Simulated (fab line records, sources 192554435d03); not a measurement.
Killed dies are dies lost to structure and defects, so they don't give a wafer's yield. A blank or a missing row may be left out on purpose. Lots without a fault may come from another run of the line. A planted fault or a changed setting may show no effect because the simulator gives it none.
Chamber matching | flow n5_finfet | N5_HKMG_FIN_ALD_79 on ald_metal-04: 4 sister chambers
The step deposits TiN, target thk 1.5 nm, pulse time 1 s, purge time 3 s. 18 wafers are shown with their chamber, then 9 later ones without.

WAFERS WITH THEIR CHAMBER
wafer  | chamber | heater_power_w (W) | precursor_pulse_height_rel
L076.1 | 0       | 954                | 1.001
L076.2 | 3       | 1103               | 0.998
L076.3 | 1       | 938                | 1.012
L076.4 | 2       | 920                | 1.002
L076.5 | 2       | 959                | 0.978
L076.6 | 1       | 958                | 0.963
L081.1 | 0       | 957                | 0.985
L081.4 | 2       | 953                | 1.021
L081.5 | 0       | 924                | 1.022
L084.2 | 2       | 936                | 1.003
L084.5 | 1       | 966                | 0.984
L084.6 | 2       | 936                | 1.023
L085.1 | 3       | 1082               | 1.017
L085.2 | 2       | 914                | 0.973
L085.3 | 1       | 961                | 0.995
L085.4 | 0       | 932                | 1.049
L085.5 | 1       | 948                | 1.013
L085.6 | 2       | 930                | 1.009

SIGNATURES (means of the wafers above)
reading                    | chamber 0 | chamber 1 | chamber 2 | chamber 3 | scatter within a chamber
heater_power_w             | 941.75    | 954.20    | 935.43    | 1092.50   | 14.9
precursor_pulse_height_rel | 1.01425   | 0.99340   | 1.00129   | 1.00750   | 0.0215
Rule: a wafer's distance from a chamber is the root of the sum, over the readings, of the square of ((its reading less the chamber's mean) divided by the reading's scatter). The wafer belongs to the nearest chamber; if the next one is less than 2 further off, it can't be placed. The scatter: the root of (the sum of the squares of (reading less its chamber's mean) over the shown wafers, divided by (wafers less chambers)).

WAFERS WITHOUT THEIR CHAMBER
wafer  | heater_power_w (W) | precursor_pulse_height_rel
L087.2 | 942                | 0.997
L087.4 | 1086               | 0.977
L087.5 | 907                | 0.988
L093.2 | 957                | 1.000
L093.3 | 941                | 1.025
L093.4 | 1117               | 1.009
L097.1 | 942                | 0.967
L097.3 | 981                | 1.018
L097.5 | 969                | 1.032

WHICH CHAMBER EACH WENT THROUGH
wafer  | from the rows above          | in truth
L087.2 | can't be placed: 2 or 0 or 1 | 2
L087.4 | 3                            | 3
L087.5 | can't be placed: 2 or 0 or 1 | 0
L093.2 | can't be placed: 1 or 0 or 2 | 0
L093.3 | can't be placed: 0 or 2 or 1 | 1
L093.4 | 3                            | 3
L097.1 | can't be placed: 1 or 2 or 0 | 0
L097.3 | can't be placed: 1 or 0 or 2 | 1
L097.5 | can't be placed: 0 or 1 or 2 | 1
Placed correctly: 2 of 9. Can't be placed from these rows: 7 (the true chamber is among the candidates in 7). Placed wrongly: 0.
